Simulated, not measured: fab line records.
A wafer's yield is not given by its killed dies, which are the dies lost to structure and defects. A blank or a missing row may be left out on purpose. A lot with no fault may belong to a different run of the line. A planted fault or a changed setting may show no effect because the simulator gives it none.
Which tool was responsible? ; flow nandHarc ; Sampling: 14 lots, 40 wafers, 6 of 1302 route steps

## WHAT EACH GAUGE READ, for each wafer
NHARC_A_ONON_D2_THK_MEAS_08: measures by ellipsometry. Usual: thkNm at 1005 nm, with a standard deviation of 9.3.
lot;measured;on;thkNm (nm);flag
L144;day 12 09:46;filmMetro-02;1018 1015 1015;
L145;day 13 05:40;filmMetro-01;1004 1004 1004;
L146;day 13 05:40;filmMetro-02;1016 1016 1015;
L149;day 14 18:46;filmMetro-02;992 991 993;
L150;day 14 18:46;filmMetro-01;1026 1027 1028;
L152;day 16 10:10;filmMetro-01;1018 1019 1019;
L153;day 16 15:37;filmMetro-01;1000 1002 1001;
L156;day 17 05:34;filmMetro-02;1003 1003 1004;
L161;day 19 02:49;filmMetro-01;1009 1010 1008;
L160;day 19 15:23;filmMetro-02;1013 1013;
L162;day 19 15:28;filmMetro-02;1012 1011;
L164;day 20 22:04;filmMetro-01;1005 1006 1007;
L165;day 21 14:37;filmMetro-02;1000 1000 1002;
L167;day 22 04:35;filmMetro-01;1006 1006 1007;

NHARC_A_ONON_D2_THK_MEAS_21: measures by ellipsometry. Usual: thkNm at 998 nm, with a standard deviation of 8.3.
lot;measured;on;thkNm (nm);flag
L144;day 12 17:40;filmMetro-01;1014 1013 1015;
L145;day 13 15:42;filmMetro-01;990 992 989;
L146;day 13 15:43;filmMetro-02;1004 1004 1005;
L149;day 15 05:41;filmMetro-02;996 997 996;
L150;day 15 05:41;filmMetro-01;999 1001 1001;
L152;day 16 19:16;filmMetro-01;995 993 994;
L153;day 17 01:38;filmMetro-01;994 994 993;
L156;day 17 15:26;filmMetro-02;999 1000 999;
L161;day 19 11:58;filmMetro-01;990 993 993;
L160;day 20 00:42;filmMetro-02;998 998;
L162;day 20 01:03;filmMetro-01;997 994;
L164;day 21 07:30;filmMetro-02;1004 1003 1003;
L165;day 22 02:10;filmMetro-02;977 979 977;
L167;day 22 13:40;filmMetro-01;1014 1012 1013;

NHARC_A_ONON_D2_THK_MEAS_27: measures by ellipsometry. Usual: thkNm at 999 nm, with a standard deviation of 8.9.
lot;measured;on;thkNm (nm);flag
L144;day 12 18:48;filmMetro-01;1010 1011 1011;
L145;day 13 16:50;filmMetro-02;987 986 986;
L146;day 13 16:51;filmMetro-01;991 990 992;
L149;day 15 06:50;filmMetro-01;982 984 982;
L150;day 15 06:50;filmMetro-01;999 998 999;
L152;day 16 20:23;filmMetro-01;1011 1011 1011;
L153;day 17 02:47;filmMetro-01;993 996 996;
L156;day 17 16:34;filmMetro-01;1010 1009 1010;
L161;day 19 13:06;filmMetro-02;998 1641 1641;OFF
L160;day 20 02:06;filmMetro-01;1009 1655;OFF
L162;day 20 02:27;filmMetro-02;1642 1641;OFF
L164;day 21 08:38;filmMetro-02;986 985 986;
L165;day 22 03:17;filmMetro-02;1006 1007 1005;
L167;day 22 14:49;filmMetro-02;1006 1005 1004;

NHARC_END_SORT_01. Usual: killedAtArray 59, standard deviation 16; killedAtOther 0.8, standard deviation 1.1; killedAtPeriphery 3.6, standard deviation 2.4; killedDies 64, standard deviation 16; killedOpen 3.4, standard deviation 1.8; killedShort 2.5, standard deviation 1.6.
lot;measured;on;killedAtArray;killedAtOther;killedAtPeriphery;killedDies;killedOpen;killedShort;flag
L145;day 25 04:42;prober-01;50 80 92;2 0 0;3 3 2;55 83 94;1 4 6;3 7 3;
L150;day 26 13:33;prober-01;70 71 83;0 0 0;4 8 4;74 79 87;5 9 2;1 2 1;
L153;day 29 18:06;prober-02;64 60;1 3;8 2;73 65;5 2;1 1;
L161;day 31 05:10;prober-02;47 668 674;2 6 2;1 3 1;50 677 677;2 2 5;1 2 1;OFF
L160;day 31 15:20;prober-01;60 675;0 0;2 2;62 677;3 6;4 2;OFF
L162;day 32 00:22;prober-02;671 672;0 2;6 3;677 677;8 3;3 0;OFF

## WHICH TOOL RAN EACH LOT (tool, then ch and the chambers of the sampled wafers, then the start)
lot;NHARC_A_ONON_D2_DEP_25;NHARC_A_CHANNEL_HOLE_D2_DEP_01
L144;pecvdOnon-03 ch 0, day 12 18:17;pecvd-02 ch 0,1,2, day 12 23:39
L145;pecvdOnon-01 ch 0, day 13 16:19;pecvd-04 ch 1,2, day 13 19:57
L146;pecvdOnon-04 ch 0, day 13 16:23;pecvd-04 ch 0,1,2, day 13 21:53
L149;pecvdOnon-01 ch 0, day 15 06:19;pecvd-02 ch 0,1, day 15 09:56
L150;pecvdOnon-03 ch 0, day 15 06:19;pecvd-04 ch 0,2, day 15 10:22
L152;pecvdOnon-03 ch 0, day 16 19:56;pecvd-04 ch 1,2, day 17 03:09
L153;pecvdOnon-03 ch 0, day 17 02:16;pecvd-01 ch 0,1,2, day 17 09:44
L156;pecvdOnon-01 ch 0, day 17 16:03;pecvd-01 ch 0,1,2, day 17 19:49
L161;pecvdOnon-04 ch 0, day 19 12:35;pecvd-01 ch 1, day 19 18:47
L160;pecvdOnon-04 ch 0, day 20 01:43;pecvd-01 ch 0, day 20 06:38
L162;pecvdOnon-04 ch 0, day 20 02:10;-
L164;pecvdOnon-01 ch 0, day 21 08:11;pecvd-02 ch 0,2, day 21 14:12
L165;pecvdOnon-01 ch 0, day 22 02:54;pecvd-01 ch 0,1, day 22 08:15
L167;pecvdOnon-04 ch 0, day 22 14:18;pecvd-04 ch 0,2, day 22 19:04
- NHARC_A_ONON_D2_DEP_25: target thk 1000 nm.
- NHARC_A_CHANNEL_HOLE_D2_DEP_01: deposits SiON, target thk 140 nm.

## WHAT THE TOOLS THEMSELVES READ (means of the sampled wafers that have a number; where no wafer has one, the mark that the record gives instead)
NHARC_A_CHANNEL_HOLE_D2_DEP_01. Usual: heaterPowerW at 795 W, with a standard deviation of 93.
lot;tool;heaterPowerW (W);flag
L144;pecvd-02;827;
L145;pecvd-04;773;
L146;pecvd-04;811;
L149;pecvd-02;889;
L150;pecvd-04;845;
L152;pecvd-04;745;
L153;pecvd-01;818;
L156;pecvd-01;812;
L161;pecvd-01;865;
L160;pecvd-01;772;
L164;pecvd-02;653;
L165;pecvd-01;885;
L167;pecvd-04;753;

## THE ANSWER, worked out from the rows above alone
Rule: a lot counts as off when the mean over its wafers that have a number is more than 3 standard deviations away from the usual mean. Also off: a lot with no number at a reading for which 4 or more lots have one. Where the step has rows for the other lots, those lots are counted as sound. After the gauges, taken in route order, come the tools' own readings; for these a lot's mean is taken, as printed above. At the first step where some lot is off, the reading lying furthest off is the one used; lots without a number count as furthest.
Off at NHARC_A_ONON_D2_THK_MEAS_27 (thkNm): L161, L160, L162.
If a tool, at a process step before that reading, ran all the lots that are off and no sound lot after the first of them, it fits. The gauges at NHARC_A_ONON_D2_THK_MEAS_27 aren't tried: what is off there is off at NHARC_END_SORT_01 too, on other tools, and a gauge's error can't cause that. None of those tried fits.

## WHAT WAS PUT IN BY THE SIMULATOR
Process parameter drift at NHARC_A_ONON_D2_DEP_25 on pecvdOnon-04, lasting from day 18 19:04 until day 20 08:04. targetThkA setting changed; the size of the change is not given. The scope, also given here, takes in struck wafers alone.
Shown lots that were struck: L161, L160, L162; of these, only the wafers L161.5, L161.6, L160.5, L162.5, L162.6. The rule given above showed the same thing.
